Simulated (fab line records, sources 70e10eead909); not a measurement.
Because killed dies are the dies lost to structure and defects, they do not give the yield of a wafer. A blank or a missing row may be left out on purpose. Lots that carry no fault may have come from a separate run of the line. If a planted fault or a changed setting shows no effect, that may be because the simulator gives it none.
Which tool is to blame? / flow nand_harc / Sampling: 12 lots, 36 wafers, 5 of 1302 route steps

== WHAT THE GAUGES SHOWED, per wafer ==
NHARC_END_SORT_01. Usual: killed_at_array 54, standard deviation 23; killed_at_other 1.2, standard deviation 1.5; killed_at_periphery 3.9, standard deviation 2.5; killed_dies 59, standard deviation 23; killed_open 3.2, standard deviation 1.7; killed_short 2.4, standard deviation 1.6.
lot=L829; measured=day 31 22:11; on=prober-01; killed_at_array=64 45 33; killed_at_other=0 0 0; killed_at_periphery=5 0 5; killed_dies=69 45 38; killed_open=4 2 2; killed_short=2 1 1; flag=

== WHAT TOOL EACH LOT RAN ON (gives the tool, then ch and the chambers of the sampled wafers, and finally the start) ==
lot=L816; NHARC_A_STAIRCASE_DEP_259=pecvd-04 ch 1,2, day 18 11:14; NHARC_A_STAIRCASE_ETCH_451=rie_diel-08 ch 2,3, day 18 15:50 or earlier; NHARC_A_STAIRCASE_HM_DEP_459=acl_dep-03 ch 0, day 18 15:50; NHARC_A_STAIRCASE_EXPOSE_286=krf_scanner-02 ch 0, day 18 17:42
lot=L818; NHARC_A_STAIRCASE_DEP_259=pecvd-04 ch 0,1,2, day 18 12:53; NHARC_A_STAIRCASE_ETCH_451=rie_diel-09 ch 2,3, day 18 17:20 or earlier; NHARC_A_STAIRCASE_HM_DEP_459=acl_dep-01 ch 0, day 18 17:20; NHARC_A_STAIRCASE_EXPOSE_286=krf_scanner-02 ch 0, day 18 19:04
lot=L819; NHARC_A_STAIRCASE_DEP_259=pecvd-01 ch 1,2, day 18 14:45; NHARC_A_STAIRCASE_ETCH_451=rie_diel-04 ch 0,1,2, day 18 21:27 or earlier; NHARC_A_STAIRCASE_HM_DEP_459=acl_dep-03 ch 0, day 18 21:27; NHARC_A_STAIRCASE_EXPOSE_286=krf_scanner-02 ch 0, day 18 23:11
lot=L820; NHARC_A_STAIRCASE_DEP_259=pecvd-01 ch 0,1,2, day 20 04:14; NHARC_A_STAIRCASE_ETCH_451=rie_diel-09 ch 0,2,3, day 20 09:48 or earlier; NHARC_A_STAIRCASE_HM_DEP_459=acl_dep-03 ch 0, day 20 09:48; NHARC_A_STAIRCASE_EXPOSE_286=krf_scanner-04 ch 0, day 20 12:47
lot=L821; NHARC_A_STAIRCASE_DEP_259=pecvd-01 ch 0,1, day 20 06:05; NHARC_A_STAIRCASE_ETCH_451=rie_diel-04 ch 0,1,3, day 20 11:47 or earlier; NHARC_A_STAIRCASE_HM_DEP_459=acl_dep-02 ch 0, day 20 11:47; NHARC_A_STAIRCASE_EXPOSE_286=krf_scanner-02 ch 0, day 20 14:17
lot=L826; NHARC_A_STAIRCASE_DEP_259=pecvd-01 ch 0,1,2, day 22 17:28; NHARC_A_STAIRCASE_ETCH_451=rie_diel-08 ch 0,1, day 22 21:28 or earlier; NHARC_A_STAIRCASE_HM_DEP_459=acl_dep-03 ch 0, day 22 21:28; NHARC_A_STAIRCASE_EXPOSE_286=krf_scanner-02 ch 0, day 22 23:56
lot=L828; NHARC_A_STAIRCASE_DEP_259=pecvd-02 ch 0,1,2, day 23 00:56; NHARC_A_STAIRCASE_ETCH_451=rie_diel-09 ch 0,1,3, day 23 08:31 or earlier; NHARC_A_STAIRCASE_HM_DEP_459=acl_dep-01 ch 0, day 23 08:31; NHARC_A_STAIRCASE_EXPOSE_286=krf_scanner-02 ch 0, day 23 10:43
lot=L829; NHARC_A_STAIRCASE_DEP_259=pecvd-04 ch 0,1,2, day 23 17:28; NHARC_A_STAIRCASE_ETCH_451=rie_diel-09 ch 0,1,2, day 24 00:29 or earlier; NHARC_A_STAIRCASE_HM_DEP_459=acl_dep-02 ch 0, day 24 00:29; NHARC_A_STAIRCASE_EXPOSE_286=krf_scanner-02 ch 0, day 24 02:50
lot=L830; NHARC_A_STAIRCASE_DEP_259=pecvd-02 ch 1,2, day 24 01:46; NHARC_A_STAIRCASE_ETCH_451=rie_diel-09 ch 1,2, day 24 09:26 or earlier; NHARC_A_STAIRCASE_HM_DEP_459=acl_dep-02 ch 0, day 24 09:26; NHARC_A_STAIRCASE_EXPOSE_286=krf_scanner-04 ch 0, day 24 11:18
lot=L832; NHARC_A_STAIRCASE_DEP_259=pecvd-02 ch 0,1, day 24 07:07; NHARC_A_STAIRCASE_ETCH_451=rie_diel-04 ch 1,2,3, day 24 14:13 or earlier; NHARC_A_STAIRCASE_HM_DEP_459=acl_dep-03 ch 0, day 24 14:13; NHARC_A_STAIRCASE_EXPOSE_286=krf_scanner-04 ch 0, day 24 16:31
lot=L833; NHARC_A_STAIRCASE_DEP_259=pecvd-02 ch 0,1,2, day 25 05:46; NHARC_A_STAIRCASE_ETCH_451=rie_diel-09 ch 0,2,3, day 25 10:38 or earlier; NHARC_A_STAIRCASE_HM_DEP_459=acl_dep-03 ch 0, day 25 10:38; NHARC_A_STAIRCASE_EXPOSE_286=krf_scanner-01 ch 0, day 25 13:07
lot=L834; NHARC_A_STAIRCASE_DEP_259=pecvd-01 ch 0,1, day 26 00:47; NHARC_A_STAIRCASE_ETCH_451=rie_diel-04 ch 2,3, day 26 04:50 or earlier; NHARC_A_STAIRCASE_HM_DEP_459=acl_dep-01 ch 0, day 26 04:50; NHARC_A_STAIRCASE_EXPOSE_286=krf_scanner-01 ch 0, day 26 07:11
- NHARC_A_STAIRCASE_DEP_259: deposits SiON, target thk 30 nm.
- NHARC_A_STAIRCASE_ETCH_451: etches the open film in CF4/O2, target depth 30 nm, overetch 3 nm, time 16.5 s.
- NHARC_A_STAIRCASE_HM_DEP_459: deposits aC, target thk 1500 nm.
- NHARC_A_STAIRCASE_EXPOSE_286: exposes mask CHOP 100.

== WHAT THE TOOLS THEMSELVES READ (means of the sampled wafers that have a number; where no wafer has one, the mark that the record gives instead) ==
NHARC_A_STAIRCASE_DEP_259. Usual: heater_power_w 768 W, standard deviation 97; rf_fwd_power_W 348.6 W, standard deviation 1.1.
lot=L816; tool=pecvd-04; heater_power_w (W)=864; rf_fwd_power_W (W)=349.6; flag=
lot=L818; tool=pecvd-04; heater_power_w (W)=801; rf_fwd_power_W (W)=348.5; flag=
lot=L819; tool=pecvd-01; heater_power_w (W)=793; rf_fwd_power_W (W)=347.6; flag=
lot=L820; tool=pecvd-01; heater_power_w (W)=794; rf_fwd_power_W (W)=349.6; flag=
lot=L821; tool=pecvd-01; heater_power_w (W)=720; rf_fwd_power_W (W)=348.8; flag=
lot=L826; tool=pecvd-01; heater_power_w (W)=695; rf_fwd_power_W (W)=348.1; flag=
lot=L828; tool=pecvd-02; heater_power_w (W)=759; rf_fwd_power_W (W)=348.3; flag=
lot=L829; tool=pecvd-04; heater_power_w (W)=822; rf_fwd_power_W (W)=349.0; flag=
lot=L830; tool=pecvd-02; heater_power_w (W)=710; rf_fwd_power_W (W)=348.2; flag=
lot=L832; tool=pecvd-02; heater_power_w (W)=800; rf_fwd_power_W (W)=348.5; flag=
lot=L833; tool=pecvd-02; heater_power_w (W)=724; rf_fwd_power_W (W)=347.9; flag=
lot=L834; tool=pecvd-01; heater_power_w (W)=713; rf_fwd_power_W (W)=348.3; flag=

NHARC_A_STAIRCASE_ETCH_451. Usual: drypump_motor_current_A 5.6 A, standard deviation 0.44; o2_flow_sccm 20.00 sccm, standard deviation 0.057; oes_ar_750_au 1.000 a.u., standard deviation 0.0043; oes_product_au 1.000 a.u., standard deviation 0.007; rf_fwd_power_W 295.0 W, standard deviation 1.5; rf_vpp_V 197.7 V, standard deviation 1.4; showerhead_plenum_p_Torr 1.34 Torr, standard deviation 0.059; throttle_valve_pct 13.397 %, standard deviation 0.0097.
lot=L816; tool=rie_diel-08; drypump_motor_current_A (A)=5.2; o2_flow_sccm (sccm)=20.03; oes_ar_750_au (a.u.)=1.003; oes_product_au (a.u.)=0.994; rf_fwd_power_W (W)=294.6; rf_vpp_V (V)=197.1; showerhead_plenum_p_Torr (Torr)=1.32; throttle_valve_pct (%)=13.411; flag=
lot=L818; tool=rie_diel-09; drypump_motor_current_A (A)=5.9; o2_flow_sccm (sccm)=20.03; oes_ar_750_au (a.u.)=0.994; oes_product_au (a.u.)=0.999; rf_fwd_power_W (W)=293.5; rf_vpp_V (V)=199.5; showerhead_plenum_p_Torr (Torr)=1.37; throttle_valve_pct (%)=13.398; flag=
lot=L819; tool=rie_diel-04; drypump_motor_current_A (A)=5.4; o2_flow_sccm (sccm)=20.01; oes_ar_750_au (a.u.)=0.998; oes_product_au (a.u.)=0.998; rf_fwd_power_W (W)=295.3; rf_vpp_V (V)=197.8; showerhead_plenum_p_Torr (Torr)=1.35; throttle_valve_pct (%)=13.390; flag=
lot=L820; tool=rie_diel-09; drypump_motor_current_A (A)=5.7; o2_flow_sccm (sccm)=20.08; oes_ar_750_au (a.u.)=1.003; oes_product_au (a.u.)=0.999; rf_fwd_power_W (W)=294.9; rf_vpp_V (V)=198.4; showerhead_plenum_p_Torr (Torr)=1.34; throttle_valve_pct (%)=13.398; flag=
lot=L821; tool=rie_diel-04; drypump_motor_current_A (A)=5.5; o2_flow_sccm (sccm)=20.03; oes_ar_750_au (a.u.)=0.997; oes_product_au (a.u.)=1.001; rf_fwd_power_W (W)=295.6; rf_vpp_V (V)=199.4; showerhead_plenum_p_Torr (Torr)=1.39; throttle_valve_pct (%)=13.402; flag=
lot=L826; tool=rie_diel-08; drypump_motor_current_A (A)=5.6; o2_flow_sccm (sccm)=20.02; oes_ar_750_au (a.u.)=1.004; oes_product_au (a.u.)=0.996; rf_fwd_power_W (W)=294.6; rf_vpp_V (V)=197.3; showerhead_plenum_p_Torr (Torr)=1.32; throttle_valve_pct (%)=13.398; flag=
lot=L828; tool=rie_diel-09; drypump_motor_current_A (A)=5.9; o2_flow_sccm (sccm)=20.01; oes_ar_750_au (a.u.)=0.999; oes_product_au (a.u.)=1.001; rf_fwd_power_W (W)=295.0; rf_vpp_V (V)=197.6; showerhead_plenum_p_Torr (Torr)=1.33; throttle_valve_pct (%)=13.399; flag=
lot=L829; tool=rie_diel-09; drypump_motor_current_A (A)=5.4; o2_flow_sccm (sccm)=19.97; oes_ar_750_au (a.u.)=0.998; oes_product_au (a.u.)=0.995; rf_fwd_power_W (W)=295.1; rf_vpp_V (V)=197.7; showerhead_plenum_p_Torr (Torr)=1.32; throttle_valve_pct (%)=13.397; flag=
lot=L830; tool=rie_diel-09; drypump_motor_current_A (A)=5.4; o2_flow_sccm (sccm)=19.98; oes_ar_750_au (a.u.)=1.002; oes_product_au (a.u.)=1.003; rf_fwd_power_W (W)=296.0; rf_vpp_V (V)=196.3; showerhead_plenum_p_Torr (Torr)=1.34; throttle_valve_pct (%)=13.395; flag=
lot=L832; tool=rie_diel-04; drypump_motor_current_A (A)=5.4; o2_flow_sccm (sccm)=19.99; oes_ar_750_au (a.u.)=1.002; oes_product_au (a.u.)=1.004; rf_fwd_power_W (W)=293.8; rf_vpp_V (V)=199.0; showerhead_plenum_p_Torr (Torr)=1.39; throttle_valve_pct (%)=13.397; flag=
lot=L833; tool=rie_diel-09; drypump_motor_current_A (A)=5.7; o2_flow_sccm (sccm)=20.05; oes_ar_750_au (a.u.)=1.001; oes_product_au (a.u.)=1.004; rf_fwd_power_W (W)=294.8; rf_vpp_V (V)=196.8; showerhead_plenum_p_Torr (Torr)=1.33; throttle_valve_pct (%)=13.393; flag=
lot=L834; tool=rie_diel-04; drypump_motor_current_A (A)=5.8; o2_flow_sccm (sccm)=20.00; oes_ar_750_au (a.u.)=1.003; oes_product_au (a.u.)=1.010; rf_fwd_power_W (W)=293.8; rf_vpp_V (V)=198.6; showerhead_plenum_p_Torr (Torr)=1.39; throttle_valve_pct (%)=13.389; flag=

NHARC_A_STAIRCASE_HM_DEP_459. Usual: throttle_valve_pct at 35.001 %, with a standard deviation of 0.0087.
lot=L816; tool=acl_dep-03; throttle_valve_pct (%)=34.995; flag=
lot=L818; tool=acl_dep-01; throttle_valve_pct (%)=34.997; flag=
lot=L819; tool=acl_dep-03; throttle_valve_pct (%)=35.008; flag=
lot=L820; tool=acl_dep-03; throttle_valve_pct (%)=34.997; flag=
lot=L821; tool=acl_dep-02; throttle_valve_pct (%)=35.007; flag=
lot=L826; tool=acl_dep-03; throttle_valve_pct (%)=35.007; flag=
lot=L828; tool=acl_dep-01; throttle_valve_pct (%)=35.009; flag=
lot=L829; tool=acl_dep-02; throttle_valve_pct (%)=34.996; flag=
lot=L830; tool=acl_dep-02; throttle_valve_pct (%)=35.008; flag=
lot=L832; tool=acl_dep-03; throttle_valve_pct (%)=35.007; flag=
lot=L833; tool=acl_dep-03; throttle_valve_pct (%)=35.001; flag=
lot=L834; tool=acl_dep-01; throttle_valve_pct (%)=34.998; flag=

NHARC_A_STAIRCASE_EXPOSE_286. Usual: exposure_dose_mJ_cm2 at 25.008, with a standard deviation of 0.022.
lot=L816 tool=krf_scanner-02 exposure_dose_mJ_cm2=25.027 flag=
lot=L818 tool=krf_scanner-02 exposure_dose_mJ_cm2=24.996 flag=
lot=L819 tool=krf_scanner-02 exposure_dose_mJ_cm2=25.022 flag=
lot=L820 tool=krf_scanner-04 exposure_dose_mJ_cm2=25.000 flag=
lot=L821 tool=krf_scanner-02 exposure_dose_mJ_cm2=25.008 flag=
lot=L826 tool=krf_scanner-02 exposure_dose_mJ_cm2=14.950 flag=OFF
lot=L828 tool=krf_scanner-02 exposure_dose_mJ_cm2=14.949 flag=OFF
lot=L829 tool=krf_scanner-02 exposure_dose_mJ_cm2=14.938 flag=OFF
lot=L830 tool=krf_scanner-04 exposure_dose_mJ_cm2=24.998 flag=
lot=L832 tool=krf_scanner-04 exposure_dose_mJ_cm2=25.014 flag=
lot=L833 tool=krf_scanner-01 exposure_dose_mJ_cm2=25.003 flag=
lot=L834 tool=krf_scanner-01 exposure_dose_mJ_cm2=24.964 flag=

== THE ANSWER, worked out from the rows above alone ==
Rule: lot off if the mean of its wafers having a number is beyond 3 standard deviations from the usual mean. Also off: a lot with no number at a reading for which 4 or more lots have one. Any other lot the step has rows for is counted as sound. First the gauges in route order, then the tools' own readings, where a lot's mean is used as printed above. The first step at which some lot is off is used, and at that step the reading that is off furthest; a lot without a number counts as furthest.
Off: L826, L828, L829, at NHARC_A_STAIRCASE_EXPOSE_286 (exposure_dose_mJ_cm2).
If a tool, at that step or one of the process steps before it, ran each lot that is off and ran no sound lot following the first of them, it fits. NHARC_A_STAIRCASE_ETCH_451 gives no start for some lots, so the hours and the order of its lots are those of NHARC_A_STAIRCASE_HM_DEP_459. One fits: NHARC_A_STAIRCASE_EXPOSE_286 on krf_scanner-02. Its last sound lot is L821 (day 20 14:17), its first lot that is off L826 (day 22 23:56): a fault that began between those two fits.
The tool's own readings at NHARC_A_STAIRCASE_EXPOSE_286 bear it out: on the lots that are off they differ by more than 5 times the standard deviation of the sound lots' means. exposure_dose_mJ_cm2 reads 14.946 there against 25.004 on the sound lots.

== WHAT THE SIMULATOR PUT IN ==
Process parameters drifting: krf_scanner-02 at NHARC_A_STAIRCASE_EXPOSE_286, beginning at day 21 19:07. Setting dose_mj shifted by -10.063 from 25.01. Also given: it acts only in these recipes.
Struck lots among those shown: L829, L826, L828. The same result came from the rule above.
